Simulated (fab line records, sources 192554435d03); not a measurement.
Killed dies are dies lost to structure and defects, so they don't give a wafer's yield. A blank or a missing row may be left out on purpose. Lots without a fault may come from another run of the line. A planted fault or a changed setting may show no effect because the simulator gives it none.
Chamber matching | flow n5_finfet | N5_BEOL_M9_DESCUM_33 on rie_diel-06: 4 sister chambers
The step chemistry O2, time 7 s. 20 wafers are shown with their chamber, then 10 later ones without.

WAFERS WITH THEIR CHAMBER
wafer  | chamber | drypump_motor_current_A (A) | throttle_valve_pct (%) | showerhead_plenum_p_Torr (Torr)
L074.1 | 3       | 5.6                         | 20.69                  | 2.18
L074.2 | 2       | 6.7                         | 20.68                  | 1.99
L074.6 | 1       | 5.8                         | 20.20                  | 2.01
L078.3 | 3       | 5.5                         | 20.70                  | 2.17
L078.4 | 0       | 6.4                         | 20.23                  | 2.13
L078.6 | 2       | 6.7                         | 20.70                  | 1.99
L082.1 | 3       | 5.6                         | 20.70                  | 2.17
L082.2 | 1       | 5.7                         | 20.21                  | 2.01
L082.4 | 0       | 6.4                         | 20.24                  | 2.13
L085.1 | 1       | 5.7                         | 20.21                  | 2.01
L085.2 | 3       | 5.5                         | 20.70                  | 2.17
L085.6 | 1       | 5.8                         | 20.22                  | 2.01
L087.2 | 0       | 6.4                         | 20.24                  | 2.13
L087.3 | 2       | 6.7                         | 20.41                  | 2.24
L087.4 | 3       | 5.6                         | 20.74                  | 2.17
L091.2 | 1       | 5.8                         | 20.23                  | 2.00
L091.4 | 3       | 5.5                         | 20.73                  | 2.16
L091.5 | 3       | 5.6                         | 20.73                  | 2.16
L092.1 | 2       | 6.7                         | 20.42                  | 2.24
L092.2 | 1       | 5.8                         | 20.24                  | 2.00

SIGNATURES (means of the wafers above)
reading                  | chamber 0 | chamber 1 | chamber 2 | chamber 3 | scatter within a chamber
drypump_motor_current_A  | 6.400     | 5.767     | 6.700     | 5.557     | 0.0436
throttle_valve_pct       | 20.2367   | 20.2183   | 20.5525   | 20.7129   | 0.0704
showerhead_plenum_p_Torr | 2.1300    | 2.0067    | 2.1150    | 2.1686    | 0.0627
Rule: a wafer's distance from a chamber is the root of the sum, over the readings, of the square of ((its reading less the chamber's mean) divided by the reading's scatter). The wafer belongs to the nearest chamber; if the next one is less than 2 further off, it can't be placed. The scatter: the root of (the sum of the squares of (reading less its chamber's mean) over the shown wafers, divided by (wafers less chambers)).

WAFERS WITHOUT THEIR CHAMBER
wafer  | drypump_motor_current_A (A) | throttle_valve_pct (%) | showerhead_plenum_p_Torr (Torr)
L092.3 | 6.4                         | 20.25                  | 2.12
L094.2 | 6.4                         | 20.27                  | 2.12
L094.3 | 5.7                         | 20.25                  | 2.00
L094.4 | 6.5                         | 20.28                  | 2.12
L093.1 | 5.5                         | 20.75                  | 2.16
L093.2 | 5.8                         | 20.24                  | 2.00
L093.4 | 5.6                         | 20.75                  | 2.16
L095.3 | 5.7                         | 20.26                  | 2.00
L095.4 | 6.7                         | 20.45                  | 2.24
L095.5 | 6.7                         | 20.44                  | 2.24

WHICH CHAMBER EACH WENT THROUGH
wafer  | from the rows above | in truth
L092.3 | 0                   | 0
L094.2 | 0                   | 0
L094.3 | 1                   | 1
L094.4 | 0                   | 0
L093.1 | 3                   | 3
L093.2 | 1                   | 1
L093.4 | 3                   | 3
L095.3 | 1                   | 1
L095.4 | 2                   | 2
L095.5 | 2                   | 2
Placed correctly: 10 of 10. Can't be placed from these rows: 0. Placed wrongly: 0.
